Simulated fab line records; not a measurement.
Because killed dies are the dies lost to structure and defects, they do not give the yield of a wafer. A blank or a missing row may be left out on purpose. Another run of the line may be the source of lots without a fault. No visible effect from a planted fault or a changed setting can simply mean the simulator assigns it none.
fab line records / flow n5-finfet / part 2 of 2: steps 26 to 35 of 35
record lots=5 wafers=15 last-day=17
route steps=1938 shown BEOL_M5@1189 BEOL_M6@1194
lots untouched by any fault: they come from a run of this same line in which no faults occurred
start-h: hours from the record's first day to the start of the lot's first wafer shown / wait-h: hours elapsed since this lot's preceding step / " the same as in the row above / L1.1+2: several wafers, shown together as one row / - either no value or no given start / * or withheld: withheld / < > ~ a bound
route shown NAME@n: NAME is a module with steps in the file, n the number in the route of the first one / usual: mean and standard deviation over wafers with no fault / same: alike in all rows / chamber/n: place in a boat / sites: each site's reading / _std_site: the standard deviation of these / _edge_site: inner sites' mean taken away from outer sites' mean / radius-mm: for every site, how far away it sits from the centre of the wafer / mask NAME#n: copy n / behind: the most recent tool/chamber to have shaped the wafer / hold: reason for holding the lot/hours on hold/outcome of the hold / device: whichever transistor did not switch (one of n, p or np) / end of line: tests of these same wafers at the route's end / a step with no rows: only its recipe / killed: count of dies lost to structure and defects at first sort (not the wafer's yield) / map: shows each die of a wafer: x if killed, . if not, _ if none is there
set.NAME: the setting the step ran with; set.NAME@STEP: the setting that earlier step ran with / model.NAME: the simulator's own value behind a step, which no gauge read
a table for each step, a row for each wafer; lots at some steps of the route
services: when a tool's chamber went out of use (start-h, in hours from the record's first day, below 0 if earlier), for how many hours, and the reason
## steps
# step N5_BEOL_M6_STRIP_67
# recipe chemistry=CF4 resist=SiARC power-w=300 bias-power-w=75 pressure-mtorr=50 cf4-flow-sccm=150 rf-frequency-hz=6e+07
# usual drypump-motor-current-A=5.7/0.38 oes-product-au=0.81/0.072 power-w=300.1/0.88 rf-vpp-V=271.7/1.4 showerhead-plenum-p-Torr=1.83/0.047 throttle-valve-pct=13.40/0.24
lot.wafer=L074.1 tool=rie-diel-04 chamber=0 start-h=180.20 wait-h=0.0 drypump-motor-current-A=5.4 oes-product-au=0.86 power-w=299.8 rf-hours-counter-h=51 rf-vpp-V=272.4 showerhead-plenum-p-Torr=1.83 throttle-valve-pct=13.46
lot.wafer=L074.5 tool=rie-diel-04 chamber=2 start-h=180.20 wait-h=0.0 drypump-motor-current-A=5.9 oes-product-au=0.80 power-w=299.3 rf-hours-counter-h=- rf-vpp-V=271.3 showerhead-plenum-p-Torr=1.81 throttle-valve-pct=13.67
lot.wafer=L074.6 tool=rie-diel-04 chamber=1 start-h=180.20 wait-h=0.0 drypump-motor-current-A=6.0 oes-product-au=0.85 power-w=299.7 rf-hours-counter-h=- rf-vpp-V=271.0 showerhead-plenum-p-Torr=1.82 throttle-valve-pct=13.19
lot.wafer=L080.1 tool=rie-diel-04 chamber=1 start-h=219.31 wait-h=0.0 drypump-motor-current-A=6.0 oes-product-au=0.83 power-w=300.8 rf-hours-counter-h=73 rf-vpp-V=272.6 showerhead-plenum-p-Torr=1.82 throttle-valve-pct=13.22
lot.wafer=L080.2 tool=rie-diel-04 chamber=0 start-h=219.31 wait-h=0.0 drypump-motor-current-A=5.4 oes-product-au=0.85 power-w=299.7 rf-hours-counter-h=62 rf-vpp-V=270.2 showerhead-plenum-p-Torr=1.82 throttle-valve-pct=13.47
lot.wafer=L080.6 tool=rie-diel-04 chamber=1 start-h=219.31 wait-h=0.0 drypump-motor-current-A=6.0 oes-product-au=0.84 power-w=300.6 rf-hours-counter-h=- rf-vpp-V=271.1 showerhead-plenum-p-Torr=1.82 throttle-valve-pct=13.22
lot.wafer=L093.2 tool=rie-diel-04 chamber=1 start-h=293.31 wait-h=0.0 drypump-motor-current-A=6.0 oes-product-au=0.80 power-w=301.1 rf-hours-counter-h=100 rf-vpp-V=273.5 showerhead-plenum-p-Torr=1.81 throttle-valve-pct=13.29
lot.wafer=L093.3 tool=rie-diel-04 chamber=3 start-h=293.31 wait-h=0.0 drypump-motor-current-A=5.6 oes-product-au=0.85 power-w=300.9 rf-hours-counter-h=48 rf-vpp-V=272.8 showerhead-plenum-p-Torr=1.82 throttle-valve-pct=13.24
lot.wafer=L093.4 tool=rie-diel-04 chamber=2 start-h=293.31 wait-h=0.0 drypump-motor-current-A=5.9 oes-product-au=0.77 power-w=299.8 rf-hours-counter-h=132 rf-vpp-V=272.4 showerhead-plenum-p-Torr=1.80 throttle-valve-pct=13.78
lot.wafer=L096.2 tool=rie-diel-04 chamber=0 start-h=321.42 wait-h=0.0 drypump-motor-current-A=5.4 oes-product-au=0.81 power-w=301.4 rf-hours-counter-h=100 rf-vpp-V=272.3 showerhead-plenum-p-Torr=1.81 throttle-valve-pct=13.58
lot.wafer=L096.4 tool=rie-diel-04 chamber=2 start-h=321.42 wait-h=0.0 drypump-motor-current-A=5.9 oes-product-au=0.76 power-w=299.6 rf-hours-counter-h=142 rf-vpp-V=271.1 showerhead-plenum-p-Torr=1.79 throttle-valve-pct=13.80
lot.wafer=L096.5 tool=rie-diel-04 chamber=3 start-h=321.42 wait-h=0.0 drypump-motor-current-A=5.6 oes-product-au=0.84 power-w=300.5 rf-hours-counter-h=- rf-vpp-V=272.3 showerhead-plenum-p-Torr=1.82 throttle-valve-pct=13.26
lot.wafer=L097.1 tool=rie-diel-04 chamber=3 start-h=330.92 wait-h=0.0 drypump-motor-current-A=5.6 oes-product-au=0.83 power-w=300.5 rf-hours-counter-h=62 rf-vpp-V=271.7 showerhead-plenum-p-Torr=1.82 throttle-valve-pct=13.26
lot.wafer=L097.2 tool=rie-diel-04 chamber=2 start-h=330.92 wait-h=0.0 drypump-motor-current-A=5.9 oes-product-au=0.76 power-w=300.9 rf-hours-counter-h=145 rf-vpp-V=269.7 showerhead-plenum-p-Torr=1.79 throttle-valve-pct=13.79
lot.wafer=L097.5 tool=rie-diel-04 chamber=2 start-h=330.92 wait-h=0.0 drypump-motor-current-A=5.9 oes-product-au=0.75 power-w=299.4 rf-hours-counter-h=- rf-vpp-V=269.9 showerhead-plenum-p-Torr=1.79 throttle-valve-pct=13.80
# step N5_BEOL_M6_HM_OPEN_17
# recipe chemistry=Cl2/BCl3 target-depth-a=200 overetch-a=60 target=TiN mask-material=SOC ion-energy-ev=150 pressure-mtorr=10 icp-w=1000 bias-w=126 Cl2_flow_sccm=53.25 bcl3-flow-sccm=21.75 Ar_flow_sccm=25
# usual drypump-motor-current-A=5.9/0.39 oes-product-au=0.62/0.071 throttle-valve-pct=22.38/0.19
lot.wafer=L074.1 tool=rie-metal-01 chamber=0 start-h=180.24 wait-h=0.0 drypump-motor-current-A=5.0 oes-product-au=0.62 rf-hours-counter-h=54 throttle-valve-pct=22.16
lot.wafer=L074.5 tool=rie-metal-01 chamber=0 start-h=180.24 wait-h=0.0 drypump-motor-current-A=5.0 oes-product-au=0.61 rf-hours-counter-h=- throttle-valve-pct=22.15
lot.wafer=L074.6 tool=rie-metal-01 chamber=1 start-h=180.24 wait-h=0.0 drypump-motor-current-A=5.9 oes-product-au=0.60 rf-hours-counter-h=- throttle-valve-pct=22.19
lot.wafer=L080.1 tool=rie-metal-03 chamber=0 start-h=219.36 wait-h=0.0 drypump-motor-current-A=6.1 oes-product-au=0.66 rf-hours-counter-h=50 throttle-valve-pct=22.48
lot.wafer=L080.2 tool=rie-metal-03 chamber=1 start-h=219.36 wait-h=0.0 drypump-motor-current-A=6.1 oes-product-au=0.76 rf-hours-counter-h=6 throttle-valve-pct=22.30
lot.wafer=L080.6 tool=rie-metal-03 chamber=1 start-h=219.36 wait-h=0.0 drypump-motor-current-A=6.0 oes-product-au=0.77 rf-hours-counter-h=- throttle-valve-pct=22.29
lot.wafer=L093.2 tool=rie-metal-01 chamber=0 start-h=293.35 wait-h=0.0 drypump-motor-current-A=5.0 oes-product-au=0.61 rf-hours-counter-h=65 throttle-valve-pct=22.16
lot.wafer=L093.3 tool=rie-metal-01 chamber=1 start-h=293.35 wait-h=0.0 drypump-motor-current-A=5.9 oes-product-au=0.58 rf-hours-counter-h=- throttle-valve-pct=22.20
lot.wafer=L093.4 tool=rie-metal-01 chamber=0 start-h=293.35 wait-h=0.0 drypump-motor-current-A=5.0 oes-product-au=0.61 rf-hours-counter-h=- throttle-valve-pct=22.16
lot.wafer=L096.2 tool=rie-metal-02 chamber=1 start-h=321.47 wait-h=0.0 drypump-motor-current-A=6.3 oes-product-au=0.56 rf-hours-counter-h=104 throttle-valve-pct=22.72
lot.wafer=L096.4 tool=rie-metal-02 chamber=0 start-h=321.47 wait-h=0.0 drypump-motor-current-A=6.0 oes-product-au=0.55 rf-hours-counter-h=- throttle-valve-pct=22.31
lot.wafer=L096.5 tool=rie-metal-02 chamber=0 start-h=321.47 wait-h=0.0 drypump-motor-current-A=6.0 oes-product-au=0.55 rf-hours-counter-h=- throttle-valve-pct=22.32
lot.wafer=L097.1 tool=rie-metal-02 chamber=0 start-h=330.96 wait-h=0.0 drypump-motor-current-A=6.0 oes-product-au=0.55 rf-hours-counter-h=101 throttle-valve-pct=22.29
lot.wafer=L097.2 tool=rie-metal-02 chamber=1 start-h=330.96 wait-h=0.0 drypump-motor-current-A=6.3 oes-product-au=0.56 rf-hours-counter-h=104 throttle-valve-pct=22.72
lot.wafer=L097.5 tool=rie-metal-02 chamber=0 start-h=330.96 wait-h=0.0 drypump-motor-current-A=6.0 oes-product-au=0.55 rf-hours-counter-h=- throttle-valve-pct=22.31
# step N5_BEOL_M6_STRIP_19
# recipe chemistry=O2 power-w=400 temp-c=40 pressure-mtorr=30 rf-frequency-hz=6e+07 bias-power-w=0 overash-fraction=0.2 o2-flow-sccm=225
# usual drypump-motor-current-A=5.7/0.39 oes-product-au=0.82/0.08 rf-vpp-V=3.6/0.59 showerhead-plenum-p-Torr=2.14/0.06 throttle-valve-pct=16.47/0.24
lot.wafer=L074.1 tool=rie-diel-06 chamber=2 start-h=180.40 wait-h=0.1 drypump-motor-current-A=5.6 oes-product-au=0.77 rf-hours-counter-h=156 rf-vpp-V=4.1 showerhead-plenum-p-Torr=2.01 throttle-valve-pct=16.68
lot.wafer=L074.5 tool=rie-diel-06 chamber=3 start-h=180.40 wait-h=0.1 drypump-motor-current-A=6.6 oes-product-au=0.67 rf-hours-counter-h=- rf-vpp-V=3.6 showerhead-plenum-p-Torr=1.97 throttle-valve-pct=16.42
lot.wafer=L074.6 tool=rie-diel-06 chamber=2 start-h=180.40 wait-h=0.1 drypump-motor-current-A=5.6 oes-product-au=0.76 rf-hours-counter-h=- rf-vpp-V=3.8 showerhead-plenum-p-Torr=2.01 throttle-valve-pct=16.70
lot.wafer=L080.1 tool=rie-diel-05 chamber=1 start-h=219.47 wait-h=0.1 drypump-motor-current-A=5.6 oes-product-au=0.73 rf-hours-counter-h=152 rf-vpp-V=3.6 showerhead-plenum-p-Torr=2.18 throttle-valve-pct=16.50
lot.wafer=L080.2 tool=rie-diel-05 chamber=0 start-h=219.47 wait-h=0.1 drypump-motor-current-A=5.1 oes-product-au=0.88 rf-hours-counter-h=30 rf-vpp-V=3.6 showerhead-plenum-p-Torr=2.23 throttle-valve-pct=16.63
lot.wafer=L080.6 tool=rie-diel-05 chamber=2 start-h=219.47 wait-h=0.1 drypump-motor-current-A=5.8 oes-product-au=0.89 rf-hours-counter-h=- rf-vpp-V=3.9 showerhead-plenum-p-Torr=2.14 throttle-valve-pct=16.12
lot.wafer=L093.2 tool=rie-diel-06 chamber=0 start-h=293.46 wait-h=0.1 drypump-motor-current-A=5.9 oes-product-au=0.70 rf-hours-counter-h=195 rf-vpp-V=2.8 showerhead-plenum-p-Torr=2.09 throttle-valve-pct=16.67
lot.wafer=L093.3 tool=rie-diel-06 chamber=3 start-h=293.46 wait-h=0.1 drypump-motor-current-A=6.6 oes-product-au=0.95 rf-hours-counter-h=15 rf-vpp-V=3.6 showerhead-plenum-p-Torr=2.23 throttle-valve-pct=15.99
lot.wafer=L093.4 tool=rie-diel-06 chamber=1 start-h=293.46 wait-h=0.1 drypump-motor-current-A=6.5 oes-product-au=0.82 rf-hours-counter-h=- rf-vpp-V=3.1 showerhead-plenum-p-Torr=2.21 throttle-valve-pct=16.63
lot.wafer=L096.2 tool=rie-diel-05 chamber=3 start-h=321.58 wait-h=0.1 drypump-motor-current-A=5.9 oes-product-au=0.90 rf-hours-counter-h=30 rf-vpp-V=3.3 showerhead-plenum-p-Torr=2.05 throttle-valve-pct=16.46
lot.wafer=L096.4 tool=rie-diel-05 chamber=0 start-h=321.58 wait-h=0.1 drypump-motor-current-A=5.1 oes-product-au=0.81 rf-hours-counter-h=72 rf-vpp-V=3.6 showerhead-plenum-p-Torr=2.21 throttle-valve-pct=16.70
lot.wafer=L096.5 tool=rie-diel-05 chamber=3 start-h=321.58 wait-h=0.1 drypump-motor-current-A=5.9 oes-product-au=0.89 rf-hours-counter-h=- rf-vpp-V=3.1 showerhead-plenum-p-Torr=2.05 throttle-valve-pct=16.45
lot.wafer=L097.1 tool=rie-diel-05 chamber=2 start-h=331.07 wait-h=0.1 drypump-motor-current-A=5.8 oes-product-au=0.83 rf-hours-counter-h=83 rf-vpp-V=3.0 showerhead-plenum-p-Torr=2.12 throttle-valve-pct=16.19
lot.wafer=L097.2 tool=rie-diel-05 chamber=3 start-h=331.07 wait-h=0.1 drypump-motor-current-A=5.9 oes-product-au=0.88 rf-hours-counter-h=33 rf-vpp-V=3.9 showerhead-plenum-p-Torr=2.05 throttle-valve-pct=16.47
lot.wafer=L097.5 tool=rie-diel-05 chamber=1 start-h=331.07 wait-h=0.1 drypump-motor-current-A=5.6 oes-product-au=0.69 rf-hours-counter-h=- rf-vpp-V=3.7 showerhead-plenum-p-Torr=2.16 throttle-valve-pct=16.56
# step N5_BEOL_M6_CD_MEAS_18
# recipe pitch-nm=80 target-cd-nm=40
# usual cd-nm=40.0/0.49
lot.wafer=L074.1 tool=cd-sem-01 chamber=- start-h=180.47 wait-h=0.0 cd-nm=39.7
lot.wafer=L074.5 tool=cd-sem-01 chamber=- start-h=180.47 wait-h=0.0 cd-nm=40.2
lot.wafer=L074.6 tool=cd-sem-01 chamber=- start-h=180.47 wait-h=0.0 cd-nm=40.1
lot.wafer=L080.1 tool=cd-sem-01 chamber=- start-h=219.54 wait-h=0.0 cd-nm=40.5
lot.wafer=L080.2 tool=cd-sem-01 chamber=- start-h=219.54 wait-h=0.0 cd-nm=40.1
lot.wafer=L080.6 tool=cd-sem-01 chamber=- start-h=219.54 wait-h=0.0 cd-nm=41.0
lot.wafer=L093.2 tool=cd-sem-03 chamber=- start-h=293.53 wait-h=0.1 cd-nm=40.1
lot.wafer=L093.3 tool=cd-sem-03 chamber=- start-h=293.53 wait-h=0.1 cd-nm=40.6
lot.wafer=L093.4 tool=cd-sem-03 chamber=- start-h=293.53 wait-h=0.1 cd-nm=39.9
lot.wafer=L096.2 tool=cd-sem-01 chamber=- start-h=321.65 wait-h=0.1 cd-nm=39.9
lot.wafer=L096.4 tool=cd-sem-01 chamber=- start-h=321.65 wait-h=0.1 cd-nm=39.5
lot.wafer=L096.5 tool=cd-sem-01 chamber=- start-h=321.65 wait-h=0.1 cd-nm=39.6
lot.wafer=L097.1 tool=cd-sem-03 chamber=- start-h=331.14 wait-h=0.0 cd-nm=40.1
lot.wafer=L097.2 tool=cd-sem-03 chamber=- start-h=331.14 wait-h=0.0 cd-nm=39.2
lot.wafer=L097.5 tool=cd-sem-03 chamber=- start-h=331.14 wait-h=0.0 cd-nm=39.7
# step N5_BEOL_M6_COAT_63
# recipe resist=SOC temp-c=250 time-s=60 spin-rpm=1500 resist-thk-nm=60
lot.wafer=L074.1+5+6 tool=litho-track-02 chamber=0 start-h=181.26 wait-h=0.8
lot.wafer=L080.1+2+6 tool=litho-track-01 chamber=0 start-h=220.50 wait-h=1.0
lot.wafer=L093.2+3+4 tool=litho-track-01 chamber=0 start-h=293.70 wait-h=0.2
lot.wafer=L096.2+4+5 tool=litho-track-02 chamber=0 start-h=322.62 wait-h=1.0
lot.wafer=L097.1+2+5 tool=litho-track-05 chamber=0 start-h=331.18 wait-h=0.0
# step N5_BEOL_M6_COAT_64
# recipe resist=SiARC temp-c=220 time-s=60 spin-rpm=1500 resist-thk-nm=12
lot.wafer=L074.1+5+6 tool=litho-track-02 chamber=0 start-h=- wait-h=-
lot.wafer=L080.1+2+6 tool=litho-track-01 chamber=0 start-h=- wait-h=-
lot.wafer=L093.2+3+4 tool=litho-track-01 chamber=0 start-h=- wait-h=-
lot.wafer=L096.2+4+5 tool=litho-track-02 chamber=0 start-h=- wait-h=-
lot.wafer=L097.1+2+5 tool=litho-track-05 chamber=0 start-h=- wait-h=-
# step N5_BEOL_M6_COAT_71
# recipe resist=underlayer temp-c=205 time-s=60 spin-rpm=1500 resist-thk-nm=5
lot.wafer=L074.1+5+6 tool=litho-track-02 chamber=0 start-h=- wait-h=-
lot.wafer=L080.1+2+6 tool=litho-track-01 chamber=0 start-h=- wait-h=-
lot.wafer=L093.2+3+4 tool=litho-track-01 chamber=0 start-h=- wait-h=-
lot.wafer=L096.2+4+5 tool=litho-track-02 chamber=0 start-h=- wait-h=-
lot.wafer=L097.1+2+5 tool=litho-track-05 chamber=0 start-h=- wait-h=-
# step N5_BEOL_M6_COAT_22
# recipe resist=CAR-EUV spin-rpm=1500 resist-thk-nm=30
lot.wafer=L074.1+5+6 tool=litho-track-02 chamber=0 start-h=- wait-h=-
lot.wafer=L080.1+2+6 tool=litho-track-01 chamber=0 start-h=- wait-h=-
lot.wafer=L093.2+3+4 tool=litho-track-01 chamber=0 start-h=- wait-h=-
lot.wafer=L096.2+4+5 tool=litho-track-02 chamber=0 start-h=- wait-h=-
lot.wafer=L097.1+2+5 tool=litho-track-05 chamber=0 start-h=- wait-h=-
# step N5_BEOL_M6_EBR_24
# recipe solvent=PGMEA ebr-width-mm=1.5
lot.wafer=L074.1+5+6 tool=litho-track-02 chamber=0 start-h=- wait-h=-
lot.wafer=L080.1+2+6 tool=litho-track-01 chamber=0 start-h=- wait-h=-
lot.wafer=L093.2+3+4 tool=litho-track-01 chamber=0 start-h=- wait-h=-
lot.wafer=L096.2+4+5 tool=litho-track-02 chamber=0 start-h=- wait-h=-
lot.wafer=L097.1+2+5 tool=litho-track-05 chamber=0 start-h=- wait-h=-
# step N5_BEOL_M6_SOFTBAKE_23
# recipe temp-c=110 time-s=60 resist=CAR-EUV
lot.wafer=L074.1+5+6 tool=litho-track-02 chamber=0 start-h=- wait-h=-
lot.wafer=L080.1+2+6 tool=litho-track-01 chamber=0 start-h=- wait-h=-
lot.wafer=L093.2+3+4 tool=litho-track-01 chamber=0 start-h=- wait-h=-
lot.wafer=L096.2+4+5 tool=litho-track-02 chamber=0 start-h=- wait-h=-
lot.wafer=L097.1+2+5 tool=litho-track-05 chamber=0 start-h=- wait-h=-
## services
tool=pecvd-01 chamber=- start-h=154.03 hours=5.5 kind=pm
tool=rie-metal-01 chamber=1 start-h=161.67 hours=9.4 kind=repair
tool=pvd-sputter-03 chamber=- start-h=169.70 hours=3.3 kind=repair
tool=arfi-scanner-02 chamber=- start-h=173.15 hours=2.8 kind=repair
tool=pecvd-03 chamber=0 start-h=199.89 hours=3.5 kind=repair
tool=arfi-scanner-03 chamber=- start-h=205.82 hours=4.9 kind=pm
tool=arfi-scanner-02 chamber=- start-h=214.21 hours=4.9 kind=pm
tool=rie-metal-01 chamber=- start-h=224.32 hours=1.4 kind=pm
tool=uv-cure-02 chamber=- start-h=241.33 hours=2.1 kind=pm
tool=uv-cure-02 chamber=- start-h=263.19 hours=7.3 kind=repair
tool=cvd-co-01 chamber=- start-h=263.62 hours=0.5 kind=repair
tool=pecvd-03 chamber=- start-h=268.76 hours=0.7 kind=repair
tool=pecvd-03 chamber=- start-h=270.53 hours=0.7 kind=repair
tool=pecvd-03 chamber=2 start-h=273.06 hours=3.7 kind=repair
tool=cvd-co-01 chamber=- start-h=273.90 hours=6.9 kind=pm
tool=uv-cure-02 chamber=- start-h=277.47 hours=6.0 kind=pm
tool=pecvd-01 chamber=1 start-h=289.93 hours=18.0 kind=repair
tool=cvd-co-01 chamber=- start-h=291.28 hours=6.0 kind=pm
tool=pecvd-01 chamber=0 start-h=293.05 hours=6.1 kind=repair
tool=pecvd-03 chamber=- start-h=307.08 hours=2.8 kind=pm
tool=rie-diel-04 chamber=0 start-h=314.36 hours=2.7 kind=repair
tool=pecvd-01 chamber=2 start-h=315.64 hours=3.9 kind=repair
tool=pecvd-01 chamber=- start-h=318.23 hours=0.4 kind=repair
tool=uv-cure-02 chamber=- start-h=330.51 hours=7.5 kind=pm
